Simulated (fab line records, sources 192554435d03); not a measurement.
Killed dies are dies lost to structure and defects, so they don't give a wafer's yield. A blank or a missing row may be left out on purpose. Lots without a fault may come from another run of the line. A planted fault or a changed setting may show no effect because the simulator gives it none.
A struck lot beside a sound one | flow n5_finfet | 36 steps out of a route of 1938
Sound: wafers L969.1, L969.5, L969.6. Struck: wafers L976.2, L976.3, L976.5. The cause comes at the end.
At each step with rows: each side's tool, then ch and its chambers, then its first start. Under that, the readings that differ: sound wafers | struck wafers | difference of the means | sigmas: that difference in standard deviations of wafers without a fault.
alike: readings whose means differ by less than 2 such deviations, and words and numbers that are the same on both sides. not compared: withheld readings, readings that some wafer has no value for, bounds like >300 that may hide the same value, and numbers for which the record gives no deviation and whose values overlap.
The two part at a step that has a row with sigmas, a row that says differs or no value, or rows on one side only. Numbers that don't overlap but have no deviation are shown without sigmas and don't part them. A reading that every wafer of one side lacks parts them only if that side has two wafers or more.

first, 11 steps without rows for these wafers: N5_FIN_SAQP_SPACER1_ALD_24 (deposits SiO2, target thk 20.3 nm, pulse time 1 s, purge time 2 s); N5_FIN_SAQP_SPACER1_ETCHBACK_25 (etches SiO2 in CHF3/O2, target depth 24.4 nm, time 12.2 s); N5_FIN_SAQP_MANDREL1_REMOVE_56 (chemistry HBr/Cl2/O2, target a-Si, stops on SiNx, bt time 10 s); N5_FIN_SAQP_ETCH_57 (etches SiNx in CH3F/O2, target depth 32.5 nm, time 46.4 s); N5_FIN_SAQP_ETCH_65 (etches SiO2 in CF4, target depth 4 nm, time 4.4 s); N5_FIN_SAQP_MANDREL_ETCH_58 (etches a-Si in HBr/Cl2, stops on SiNx, target depth 45 nm, bt time 10 s, time 27 s); N5_FIN_SAQP_RECESS_63 (chemistry HF/NH3, target SiO2, target depth 18 nm, afs cycles 3, sublimation time 60 s); N5_FIN_SAQP_COAT_68 (time 60 s, resist thk 100 nm); N5_FIN_SAQP_ETCH_69 (etches SOC in N2/H2, stops on SiNx, target depth 150 nm); N5_FIN_SAQP_ETCH_67 (etches SiNx in CH3F/O2, target depth 30 nm); N5_FIN_SAQP_STRIP_70 (strips in N2/H2).
N5_FIN_SAQP_RECESS_71: chemistry HF/NH3, target SiO2, target depth 3 nm, afs cycles 1, sublimation time 60 s.
  sound on vapor_etch-02 ch 0,1, day 3 08:12; struck on vapor_etch-02 ch 0,1, day 5 03:29
  alike: drypump_motor_current_A
then, 11 steps without rows for these wafers: N5_FIN_SAQP_SPACER2_ALD_28 (deposits SiO2, target thk 8.1 nm, pulse time 1 s, purge time 2 s); N5_FIN_SAQP_SPACER2_ETCHBACK_29 (etches SiO2 in CHF3/O2, target depth 12.2 nm, time 6.1 s); N5_FIN_SAQP_MANDREL2_REMOVE_60 (chemistry HBr/Cl2/O2, target a-Si, stops on SiNx, bt time 10 s); N5_FIN_SAQP_HM_OPEN_33 (chemistry CH3F/O2, target SiNx, target depth 49.4 nm, time 70.6 s); N5_FIN_SAQP_ETCH_34 (etches SiO2 in C4F6/O2, target depth 45 nm, time 15 s); N5_FIN_SAQP_STRIP_77 (strips in N2/H2, time 90 s); N5_FIN_SAQP_ETCH_64 (etches SiO2 in CF4, target depth 1.5 nm); N5_FIN_SAQP_FIN_ETCH_36 (etches the open film in HBr/Cl2/O2, target depth 120 nm, time 50.4 s); N5_FIN_SAQP_PRECLEAN_38 (cleans in O3/DIW, time 45 s); N5_FIN_SAQP_PRECLEAN_45 (cleans in dHF, time 10 s); N5_FIN_SAQP_SRD_39 (time 30 s).
N5_FIN_SAQP_INSPECT_40: inspects for defects (brightfield).
  sound on defect_inspect-02, day 3 09:29; struck on defect_inspect-02, day 5 05:16
  reading          | sound       | struck      | difference | sigmas
  raw_defect_count | 287 252 226 | 653 749 598 | +412       | +6
then, 9 steps without rows for these wafers: N5_FIN_CUT_COAT_18 (time 60 s, resist thk 230 nm); N5_FIN_CUT_COAT_19 (time 60 s, resist thk 20 nm); N5_FIN_CUT_COAT_29 (time 60 s, resist thk 10 nm); N5_FIN_CUT_COAT_02 (resist thk 30 nm); N5_FIN_CUT_EBR_04; N5_FIN_CUT_SOFTBAKE_03 (time 60 s); N5_FIN_CUT_EXPOSE_05 (exposes mask FIN CUT); N5_FIN_CUT_PEB_06 (peb time 60 s); N5_FIN_CUT_DEVELOP_07 (develop time 30 s).
N5_FIN_CUT_INSPECT_10: inspects for defects (brightfield).
  sound on defect_inspect-01, day 3 09:53; struck on defect_inspect-01, day 5 05:40
  reading          | sound    | struck      | difference | sigmas
  raw_defect_count | 47 49 35 | 396 425 422 | +371       | +31
then, 1 step without rows for these wafers: N5_FIN_CUT_DESCUM_13 (chemistry O2, time 7 s).
-- the record jumps here: 11 days lie between the struck wafers' starts before and after (it left off in module FIN_CUT and takes up again in module PASSIVATION, whose first step shown is number 1936 of the route) --
N5_PASSIVATION_PROBE_49:
  the record has rows for the struck wafers here (prober-01, day 16 04:18) and none for the sound ones

WHERE THEY PART
First at N5_FIN_SAQP_INSPECT_40; last, within this record, at N5_PASSIVATION_PROBE_49.

WHY: what the simulator had put in
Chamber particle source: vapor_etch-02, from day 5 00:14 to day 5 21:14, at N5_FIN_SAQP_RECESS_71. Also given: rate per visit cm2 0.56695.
